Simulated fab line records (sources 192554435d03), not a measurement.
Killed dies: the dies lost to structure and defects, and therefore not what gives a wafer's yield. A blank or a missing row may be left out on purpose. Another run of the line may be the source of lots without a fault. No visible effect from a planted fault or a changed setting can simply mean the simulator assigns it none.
Split-lot trial    flow n5-finfet    7 lots, 39 wafers read, on a route of 1938 steps

== THE SPLIT ITSELF ==
At N5_FIN_SAQP_HM_DEP_72 (deposits SiO2 from SiH4/N2O, target thk 12 nm, time 7.2 s), the setting target-thk-a was moved away from the recipe's 120 angstrom on 9 of the 39 wafers read, by -59.6% to -39.7%. The other wafers ran this setting at the recipe's value.

== FROM THE SPLIT TO THE READING: what the file shows between them, 4 steps ==
- N5_FIN_SAQP_COAT_49: time 60 s, resist thk 100 nm
- N5_FIN_SAQP_COAT_50: time 60 s, resist thk 35 nm
- N5_FIN_SAQP_ETCH_52: etches SOC in N2/H2, target depth 100 nm, overetch 20 nm, time 150 s
- N5_FIN_SAQP_STRIP_53: strips in N2/H2

== THE READING ==
etch.depth-nm (the simulator's own value, which no gauge read), in nm, at N5_FIN_SAQP_HM_OPEN_73 (chemistry CHF3/O2, target SiO2, stops on a-Si, target depth 12 nm, time 16.8 s). There is no usual value for it anywhere in the file. Across the 30 wafers here that went through the recipe, the average is 11.939 nm and the standard deviation 0.14 nm.

wafer   tool, chamber at the split  target-thk-a as run, angstrom  against the recipe  etch.depth-nm, nm  against lot-mates on the recipe
L082.1  pecvd-03, 1                 120                            recipe              12                 -
L082.2  pecvd-03, 2                 120                            recipe              12.11              -
L082.3  pecvd-03, 0                 57.07                          -52.4%              5.812              -6.278
L082.4  pecvd-03, 1                 120                            recipe              12.16              -
L082.5  pecvd-03, 0                 57.07                          -52.4%              5.868              -6.222
L082.6  pecvd-03, 2                 57.07                          -52.4%              5.849              -6.241
L083.1  pecvd-01, 0                 120                            recipe              11.69              -
L083.2  pecvd-01, 2                 120                            recipe              11.8               -
L083.3  pecvd-01, 1                 120                            recipe              11.95              -
L083.4  pecvd-01, 2                 120                            recipe              11.94              -
L083.5  pecvd-01, 0                 120                            recipe              11.93              -
L083.6  pecvd-01, 1                 120                            recipe              12.04              -
L085.1  pecvd-01, 0                 120                            recipe              11.62              -
L085.2  pecvd-01, 2,0               120                            recipe              11.74              -
L085.4  pecvd-01, 2,0               120                            recipe              11.74              -
L085.3  pecvd-01, 1                 120                            recipe              11.77              -
L085.5  pecvd-01, 1                 120                            recipe              11.94              -
L085.6  pecvd-01, 2                 120                            recipe              11.91              -
L090.3  pecvd-02, 0                 120                            recipe              12.01              -
L090.5  pecvd-02, 1                 120                            recipe              12.09              -
L090.6  pecvd-02, 2                 120                            recipe              11.99              -
L093.1  pecvd-01, 1                 120                            recipe              12.03              -
L093.2  pecvd-01, 2                 48.44                          -59.6%              4.701              -7.372
L093.3  pecvd-01, 0                 48.44                          -59.6%              4.716              -7.357
L093.4  pecvd-01, 1                 120                            recipe              12.17              -
L093.5  pecvd-01, 0                 48.44                          -59.6%              4.778              -7.295
L093.6  pecvd-01, 2                 120                            recipe              12.02              -
L094.1  pecvd-01, 0                 120                            recipe              11.82              -
L094.2  pecvd-01, 2                 120                            recipe              12.07              -
L094.3  pecvd-01, 1,0               120                            recipe              12                 -
L094.4  pecvd-01, 1,0               120                            recipe              12                 -
L094.5  pecvd-01, 1                 120                            recipe              12.05              -
L094.6  pecvd-01, 2                 120                            recipe              11.98              -
L096.1  pecvd-01, 2                 72.4                           -39.7%              7.199              -4.668
L096.2  pecvd-01, 0                 120                            recipe              11.7               -
L096.3  pecvd-01, 1                 72.4                           -39.7%              7.002              -4.865
L096.4  pecvd-01, 2                 120                            recipe              12.08              -
L096.5  pecvd-01, 0                 120                            recipe              11.82              -
L096.6  pecvd-01, 1                 72.4                           -39.7%              7.209              -4.658
The file does not say which wafer passed through which chamber wherever a row lists several chambers: such a row stands for several wafers.

THE FIT
A straight line over all 39 wafers: etch.depth-nm changes by +0.119 nm for each +1% of target-thk-a; r = +1.00; the points scatter about the line by 0.14 nm.
The same after taking each lot's own level away (the mean of its wafers on the recipe; 39 wafers): +0.121 nm for each +1%; r = +1.00; scatter 0.11 nm.
On that fit, the largest move of target-thk-a shifts the reading by 7.2 nm.
From 11.7867 to 12.0900 nm: that is the span of the lots' own levels, equal to 2.1 times the standard deviation above.
Consequently the slope shifts little with the lot-to-lot level, the two slopes agreeing.
Check: with one of the wafers moved furthest among these (-59.6%) left out of the fit, the line predicts -7.18 nm for it against its lot-mates. It came out at -7.37 nm against them.

== THE WHOLE CHAIN: every reading that the file lists as answering this split, in the file's order ==
step                    what it does                                                                    reading                                                                             change (the file's fit)                r (the file's)
N5_FIN_SAQP_HM_DEP_72   deposits SiO2 from SiH4/N2O, target thk 12 nm, time 7.2 s                       SiO2_of_FIN_SAQP_HM_DEP_72.thk-nm (the simulator's own value, which no gauge read)  +0.121 nm for each +1% of the setting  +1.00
N5_FIN_SAQP_HM_OPEN_73  chemistry CHF3/O2, target SiO2, stops on a-Si, target depth 12 nm, time 16.8 s  etch.depth-nm (the simulator's own value, which no gauge read)                      +0.121 nm for each +1% of the setting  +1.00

== THE FILE'S OWN FIT ==
etch.depth-nm changes by +0.121 nm for each +1% of target-thk-a, r = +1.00.
